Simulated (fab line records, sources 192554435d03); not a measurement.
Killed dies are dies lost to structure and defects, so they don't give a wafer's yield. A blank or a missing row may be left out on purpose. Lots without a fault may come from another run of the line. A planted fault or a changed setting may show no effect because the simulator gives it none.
Chamber matching | flow n5_finfet | N5_BEOL_M14_ETCH_68 on rie_diel-04: 4 sister chambers
The step etches SOC in N2/H2, time 450 s. 8 wafers are shown with their chamber, then 10 later ones without.

WAFERS WITH THEIR CHAMBER
wafer  | chamber | throttle_valve_pct (%) | showerhead_plenum_p_Torr (Torr)
L079.1 | 3       | 17.15                  | 2.71
L079.5 | 3       | 17.12                  | 2.71
L079.6 | 2       | 17.80                  | 2.66
L085.1 | 0       | 18.12                  | 2.69
L085.3 | 2       | 17.82                  | 2.65
L085.5 | 1       | 17.53                  | 2.58
L088.1 | 0       | 18.16                  | 2.69
L088.4 | 1       | 17.55                  | 2.58

WAFERS WITHOUT THEIR CHAMBER
wafer  | throttle_valve_pct (%) | showerhead_plenum_p_Torr (Torr)
L088.5 | 17.85                  | 2.65
L089.1 | 18.16                  | 2.69
L089.4 | 17.18                  | 2.70
L089.6 | 17.15                  | 2.70
L094.2 | 18.17                  | 2.68
L094.3 | 17.57                  | 2.58
L094.6 | 18.17                  | 2.68
L095.2 | 17.18                  | 2.69
L095.5 | 17.18                  | 2.69
L095.6 | 17.87                  | 2.64

WHICH CHAMBER EACH WENT THROUGH
wafer  | from the rows above | in truth
L088.5 | 2                   | 2
L089.1 | 0                   | 0
L089.4 | 3                   | 3
L089.6 | 3                   | 3
L094.2 | 0                   | 0
L094.3 | 1                   | 1
L094.6 | 0                   | 0
L095.2 | 3                   | 3
L095.5 | 3                   | 3
L095.6 | 2                   | 2
Placed correctly: 10 of 10. Can't be placed from these rows: 0. Placed wrongly: 0.
How it was worked out, from the rows above alone: a wafer's distance from a chamber is the root of the sum, over the readings, of the square of ((its reading less the chamber's mean) divided by the reading's scatter). The wafer belongs to the nearest chamber; if the next one is less than 2 further off, it can't be placed. A chamber's mean is the mean of its shown wafers. The scatter: the root of (the sum of the squares of (reading less its chamber's mean) over the shown wafers, divided by (wafers less chambers)).
